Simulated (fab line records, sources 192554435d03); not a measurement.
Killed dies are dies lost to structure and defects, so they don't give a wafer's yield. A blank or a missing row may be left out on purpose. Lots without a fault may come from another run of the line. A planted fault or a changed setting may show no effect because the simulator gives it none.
A struck lot beside a sound one | flow n5_finfet | 19 steps out of a route of 1938
Sound: wafers L232.1, L232.5, L232.6. Struck: wafers L243.1, L243.2, L243.4. The cause comes at the end.
At each step with rows: each side's tool, then ch and its chambers, then its first start. Under that, the readings that differ: sound wafers | struck wafers | difference of the means | sigmas: that difference in standard deviations of wafers without a fault.
alike: readings whose means differ by less than 2 such deviations, and words and numbers that are the same on both sides. not compared: withheld readings, readings that some wafer has no value for, bounds like >300 that may hide the same value, and numbers for which the record gives no deviation and whose values overlap.
The two part at a step that has a row with sigmas, a row that says differs or no value, or rows on one side only. Numbers that don't overlap but have no deviation are shown without sigmas and don't part them. A reading that every wafer of one side lacks parts them only if that side has two wafers or more.

N5_BEOL_M0_SAQP_HM_DEP_02: deposits TiN, target thk 12 nm.
  sound on pvd_sputter-01, day 6 03:25; struck on pvd_sputter-02, day 9 06:19
  alike: substrate_temp_c, throttle_valve_pct
then, 1 step without rows for these wafers: N5_BEOL_M0_SAQP_PECVD_03 (deposits SiCN from 3MS/NH3, target thk 12 nm, time 21.1 s).
N5_BEOL_M0_SAQP_PECVD_96: deposits a-Si from SiH4/He, target thk 45 nm, time 45.2 s.
  sound on pecvd-03 ch 0,1,2, day 6 03:34; struck on pecvd-03 ch 0,1,2, day 9 06:28
  alike: heater_power_w, rf_fwd_power_W, showerhead_plenum_p_Torr, throttle_valve_pct
N5_BEOL_M0_SAQP_PECVD_97: deposits SiNx from SiH4/NH3/N2, target thk 23 nm, time 19.9 s.
  sound on pecvd-03 ch 0,1,2, day 6 03:37; struck on pecvd-03 ch 0,1,2, day 9 06:31
  alike: heater_power_w, rf_fwd_power_W, showerhead_plenum_p_Torr, throttle_valve_pct
N5_BEOL_M0_SAQP_PECVD_04: deposits a-Si from SiH4/He, target thk 60 nm, time 60.2 s.
  sound on pecvd-03 ch 0,1,2, day 6 03:39; struck on pecvd-03 ch 0,1,2, day 9 06:33
  alike: heater_power_w, rf_fwd_power_W, showerhead_plenum_p_Torr, throttle_valve_pct
N5_BEOL_M0_SAQP_THK_MEAS_05:
  sound on film_metro-02, day 6 03:45; struck on film_metro-01, day 9 06:39
  alike: thk_nm
N5_BEOL_M0_SAQP_HM_DEP_111: deposits SiO2 from SiH4/N2O, target thk 12 nm, time 7.2 s.
  sound on pecvd-01 ch 0,1, day 6 03:47; struck on pecvd-02 ch 1,2, day 9 06:41
  alike: heater_power_w, rf_fwd_power_W, showerhead_plenum_p_Torr
then, 5 steps without rows for these wafers: N5_BEOL_M0_SAQP_COAT_81 (time 60 s, resist thk 100 nm); N5_BEOL_M0_SAQP_COAT_82 (time 60 s, resist thk 30 nm); N5_BEOL_M0_SAQP_COAT_08 (resist thk 90 nm); N5_BEOL_M0_SAQP_EBR_10; N5_BEOL_M0_SAQP_SOFTBAKE_09 (time 60 s).
N5_BEOL_M0_SAQP_EXPOSE_11: exposes mask M0 CORE, target cd 42 nm.
  sound on arfi_scanner-02 ch 0, day 6 04:06; struck on arfi_scanner-02 ch 0, day 9 06:55
  reading                              | sound | struck         | difference | sigmas
  model.BEOL_M0_SAQP.overlay_x_nm (nm) | 0 0 0 | 13.4 13.4 13.4 | +13.4      |
  alike: mask
then, 2 steps without rows for these wafers: N5_BEOL_M0_SAQP_PEB_12 (peb time 60 s); N5_BEOL_M0_SAQP_DEVELOP_13 (develop time 30 s).
N5_BEOL_M0_SAQP_CD_MEAS_14: target cd 42.5 nm.
  sound on cd_sem-01 ch 0, day 6 04:14; struck on cd_sem-03 ch 0, day 9 07:02
  alike: cd_nm
N5_BEOL_M0_SAQP_OVL_MEAS_15:
  sound on overlay-01 ch 0, day 6 04:16; struck on overlay-02 ch 0, day 9 07:04
  reading          | sound       | struck         | difference | sigmas
  M0_CORE_OVL (nm) | 1.1 1.2 0.4 | 13.6 13.3 13.2 | +12.5      | +18
N5_BEOL_M0_SAQP_INSPECT_16: inspects for defects (brightfield).
  sound on defect_inspect-02, day 6 04:17; struck on defect_inspect-01, day 9 07:05
  alike: raw_defect_count
-- the record jumps here: 4 days lie between the struck wafers' starts before and after (it left off in module BEOL_M0_SAQP and takes up again in module BEOL_M4, whose first step shown is number 1111 of the route) --
N5_BEOL_M4_RC_MEAS_101:
  sound on prober-01 ch 0, day 9 15:49; struck on prober-02 ch 0, day 13 14:07
  alike: DIBL_N, DIBL_P, IOFF_N, IOFF_P, ION_N, ION_P, SS_N, SS_P, VT_N, VT_P

WHERE THEY PART
Only at N5_BEOL_M0_SAQP_OVL_MEAS_15, within this record. Later steps at which nothing parts them and some readings are alike: N5_BEOL_M0_SAQP_INSPECT_16, N5_BEOL_M4_RC_MEAS_101.

WHY: what the simulator had put in
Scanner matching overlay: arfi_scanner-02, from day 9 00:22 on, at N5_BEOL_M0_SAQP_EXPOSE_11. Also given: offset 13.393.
